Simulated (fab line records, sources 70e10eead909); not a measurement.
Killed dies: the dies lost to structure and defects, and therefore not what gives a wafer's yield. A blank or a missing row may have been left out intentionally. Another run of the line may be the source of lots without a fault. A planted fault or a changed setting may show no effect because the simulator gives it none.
Matching of chambers ; flow nand_harc ; 4 sister chambers for NHARC_A_STAIRCASE_TRIM_20 on rie_diel-01
The step chemistry O2, time 211.2 s. 4 wafers are shown with their chamber, then 7 later ones without.

## WAFERS PAIRED WITH THEIR CHAMBERS
wafer;chamber;drypump_motor_current_A (A)
L800.2;0;5.7
L800.4;3;5.2
L801.2;2;5.9
L801.4;1;4.8

## WAFERS WITH NO CHAMBER GIVEN
wafer;drypump_motor_current_A (A)
L801.5;5.7
L803.1;4.8
L803.3;5.7
L803.6;5.7
L804.1;6.0
L804.2;5.3
L804.5;4.8

## WHICH CHAMBER EACH ONE RAN IN
wafer;from the rows above;in truth
L801.5;0;0
L803.1;1;1
L803.3;0;0
L803.6;0;0
L804.1;2;2
L804.2;3;3
L804.5;1;1
7 of 7 placed correctly. Not placeable from these rows: 0. Wrongly placed: 0.
How it was worked out, from the rows above alone: a wafer's distance from a chamber is the root of the sum, over the readings, of the square of ((its reading less the chamber's mean) divided by the reading's scatter). If the next closest chamber is less than 2 further off than the closest, the wafer can't be placed; otherwise it belongs to the closest. Each chamber's mean is taken over the wafers shown for it. The scatter: with one shown wafer a chamber, the root of the mean of the squares of how far each hidden wafer lies from its nearest shown one.
